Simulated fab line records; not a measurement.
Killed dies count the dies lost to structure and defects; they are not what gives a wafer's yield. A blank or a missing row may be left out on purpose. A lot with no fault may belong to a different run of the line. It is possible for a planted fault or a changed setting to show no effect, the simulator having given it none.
8D (eight disciplines) problem report, filled in by code ; flow n5Finfet ; the parts of the form that need people (team, actions taken, sign-off) are left out

1. THE ISSUE
spinSpeedRpm at N5_BEOL_M15_COAT_58 reads a mean of 1698.3 rpm on 5 wafers of 2 lots; wafers without a fault read 1500.0 rpm with a standard deviation of 0.94. So: +99 or more standard deviations from the usual mean.
The step: time 60 s, resist thk 89 nm.
Seen first at day 13 18:49 on lithoTrack-05, wafer L320.4. Wafers with a number at this step in the record: 32, from 11 lots. The rule behind "out" and "out of limits": a value lying over 4 standard deviations away from the usual mean. All remaining wafers that have a number are taken as sound.

2. WHAT THIS IS AND IS NOT
question;is;is not
which readings at this step;spinSpeedRpm;dispensePressureKPa
which lots;L320, L322;L312, L313, L323, L325, L326, L327, L330, L332, L333
which wafers of those lots;all that have a number;-
read on which tools;lithoTrack-05;lithoTrack-01, lithoTrack-02
when;from day 13 18:49;"up to then (6 sound wafers); but 21 sound wafers of L323, L325, L326, L327, L330, L332, L333 came after"

3. SUSPECTS, AND WHAT RULES EACH OUT
Counting: a tool at a process step up to the reading stays a suspect if it ran every lot that is out and no sound lot after the first of them.
- pecvd-02 at N5_BEOL_M15_ILD_DEP_00 (deposits SiO2 from TEOS/O2, target thk 1629.3 nm, time 346.1 s): ruled out as a lasting fault. After its first lot that is out, L320 (day 13 18:38), sound lots L330 ran on it.
- lithoTrack-05 at N5_BEOL_M15_COAT_58 (time 60 s, resist thk 89 nm): kept. Every lot that is out went through it, starting with L320 (day 13 18:49), and after that it ran no sound lot; the last sound lot it ran before then is L313 (day 12 09:27). Its own spinSpeedRpm readings are out on those wafers.
Left after counting: lithoTrack-05 at N5_BEOL_M15_COAT_58.

4. THE CAUSE (what the simulator had put in)
Process parameter drift: lithoTrack-05, from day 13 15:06 on, at N5_BEOL_M15_COAT_58. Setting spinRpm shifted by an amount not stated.
Only this tool survived the counting.

5. SEQUENCE OF EFFECTS, ordered by route
Rows list readings where the struck wafers' mean (over those with a number) sits beyond 3 standard deviations from the usual. Readings are gone through only where the record gives a usual standard deviation; hours: the median, over the lots, of the time from a lot's start at the first step in this table giving one to that lot's start at this step; sigmas: the change measured in usual standard deviations.
hours;step;reading;usual;on struck wafers;change;sigmas
0;N5_BEOL_M15_COAT_58;spinSpeedRpm;1500.0 rpm;1698.3;+198.3;+99 or more
The process steps in it:
- N5_BEOL_M15_COAT_58: time 60 s, resist thk 89 nm.

6. WHAT WOULD HAVE CAUGHT IT SOONER
In this record the first reading out of limits was taken at day 13 18:49, 4 hours after the fault began at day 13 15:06.
